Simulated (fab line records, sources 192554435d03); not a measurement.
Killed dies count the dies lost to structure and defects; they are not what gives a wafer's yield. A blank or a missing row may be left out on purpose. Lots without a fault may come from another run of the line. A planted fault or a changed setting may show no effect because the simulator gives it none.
2 desks, one fault ; flow n5-finfet ; only its own numbers are on each desk; what lay behind them is given at the end

THE METROLOGY DESK
Lot by lot, what the gauges showed, no matter which tool ran the lot: averages of those sampled wafers that carry a number. Any lot whose mean is over 4 standard deviations away from the usual mean is out of limits and marked OUT; that distance is given in the brackets.
Columns: A = trench-depth-nm at N5_BEOL_M6_OCD_MEAS_38, usual 94.1 nm
lot;first seen here;A
L537;day 8 08:38;93.7
L539;day 8 23:47;94.2
L544;day 10 00:06;89.8
L545;day 10 09:53;91.8
L556;day 12 21:32;92.6
L557;day 13 21:37;93.8
L558;day 14 02:10;93.9
L559;day 14 05:02;93.6
L560;day 14 07:34;94.5
Finding of this desk: none of the 9 lots has anything out of limits.

THE TOOL OWNER'S DESK: rie-diel-06
The tool's own readings at N5_BEOL_M6_TRENCH_ETCH_37 (etches SiCOH lowk in C4F6/O2, target depth 94.435 nm, time 31.5 s): means of the sampled wafers that have a number, for each lot that ran on this tool. Any lot whose mean is over 4 standard deviations away from the usual mean is out of limits and marked OUT; that distance is given in the brackets.
Columns: A = bias-w at N5_BEOL_M6_TRENCH_ETCH_37, usual 185.1 W; B = drypump-motor-current-A at N5_BEOL_M6_TRENCH_ETCH_37, usual 5.5 A; C = oes-product-au at N5_BEOL_M6_TRENCH_ETCH_37, usual 0.78 a.u.; D = rf-vpp-V at N5_BEOL_M6_TRENCH_ETCH_37, usual 667 V; E = showerhead-plenum-p-Torr at N5_BEOL_M6_TRENCH_ETCH_37, usual 2.83 Torr; F = throttle-valve-pct at N5_BEOL_M6_TRENCH_ETCH_37, usual 20.94 %
lot;first seen here;A;B;C;D;E;F
L539;day 8 23:38;185.5;5.3;0.79;677;2.83;20.98
L544;day 9 23:56;161.5 (-39) OUT;5.2;0.77;606 (-6.7) OUT;2.84;20.84
L545;day 10 09:43;160.7 (-41) OUT;5.3;0.74;598 (-7.5) OUT;2.90;21.05
L557;day 13 21:27;185.2;5.0;0.74;666;2.79;20.93
L558;day 14 02:01;185.2;5.0;0.76;674;2.73;20.74
L559;day 14 04:52;185.4;5.2;0.75;677;2.82;20.91
L560;day 14 07:25;185.9;5.3;0.75;675;2.81;21.07
This desk finds L544, L545 out of limits, L544 being first, at day 9 23:56 (bias-w at N5_BEOL_M6_TRENCH_ETCH_37). L539, L557, L558, L559, L560: within limits.

PUT TOGETHER
An alarm could have come from the tool owner's desk at day 9 23:56, on L544, L545.
Metrology desk: nothing out of limits seen.
The metrology desk has L544, L545 on record, within its limits.
On rie-diel-06, each named lot ran N5_BEOL_M6_TRENCH_ETCH_37.

WHAT THE SIMULATOR HAD PUT IN
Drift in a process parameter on rie-diel-06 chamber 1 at N5_BEOL_M6_TRENCH_ETCH_37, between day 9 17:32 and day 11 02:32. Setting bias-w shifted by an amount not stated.
Shown lots that were struck: L544, L545.
How many hours passed from the start of the fault until each desk's first out-of-limits reading: the tool owner's desk, 6.
